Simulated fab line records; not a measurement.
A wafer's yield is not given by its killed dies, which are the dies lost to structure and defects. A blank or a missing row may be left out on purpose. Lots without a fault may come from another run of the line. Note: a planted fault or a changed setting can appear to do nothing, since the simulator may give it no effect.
Matching of chambers    flow nand-harc    rie-diel-02 running NHARC_A_STAIRCASE_DESCUM_186: 4 sister chambers
The step chemistry O2, time 3 s. 16 wafers are shown with their chamber, then 8 later ones without.

WAFERS PAIRED WITH THEIR CHAMBERS
wafer   chamber  drypump-motor-current-A (A)  showerhead-plenum-p-Torr (Torr)  rf-vpp-V (V)
L074.1  3        6.3                          1.77                             57.2
L074.2  0        5.6                          1.97                             59.0
L074.3  1        6.1                          1.93                             57.5
L078.1  1        6.1                          1.93                             56.9
L078.3  2        5.0                          2.06                             58.2
L078.6  3        6.4                          1.77                             56.9
L082.1  3        6.3                          1.76                             57.5
L082.3  1        6.1                          1.92                             57.6
L082.5  2        5.0                          2.06                             58.0
L084.2  3        6.3                          1.76                             56.5
L084.3  1        6.1                          1.92                             57.7
L084.4  1        6.1                          1.92                             57.7
L089.3  3        6.3                          1.76                             57.4
L089.5  3        6.3                          1.76                             57.5
L089.6  2        5.0                          2.06                             58.6
L085.1  0        5.6                          1.96                             59.1

SIGNATURES (means of the wafers above)
reading                   chamber 0  chamber 1  chamber 2  chamber 3  scatter within a chamber
drypump-motor-current-A   5.600      6.100      5.000      6.317      0.0264
showerhead-plenum-p-Torr  1.9650     1.9240     2.0600     1.7633     0.00503
rf-vpp-V                  59.050     57.480     58.267     57.167     0.346
Rule: for each reading, subtract the chamber's mean from the wafer's reading, divide by that reading's scatter and square the result; add these up over the readings and take the root, which gives the wafer's distance from the chamber. If the next closest chamber is less than 2 further off than the closest, the wafer can't be placed; otherwise it belongs to the closest. The scatter is the square root of a quotient: the sum, over the shown wafers, of each reading's squared deviation from its chamber's mean, divided by wafers minus chambers.

WAFERS WITH NO CHAMBER GIVEN
wafer   drypump-motor-current-A (A)  showerhead-plenum-p-Torr (Torr)  rf-vpp-V (V)
L085.3  6.3                          1.76                             57.1
L085.4  6.1                          1.92                             57.7
L090.2  5.6                          1.95                             57.1
L090.5  5.6                          1.95                             58.2
L090.6  5.0                          2.05                             58.9
L095.1  5.5                          1.95                             58.4
L095.2  6.3                          2.08                             59.4
L095.4  6.1                          1.91                             57.1

EACH ONE'S CHAMBER
wafer    from the rows above   in truth
L085.3   3                     3
L085.4   1                     1
L090.2   0                     0
L090.5   0                     0
L090.6   2                     2
L095.1   0                     0
L095.2   1                     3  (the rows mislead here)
L095.4   1                     1
7 of 8 placed correctly. Number that these rows cannot place: 0. Number placed wrongly: 1.
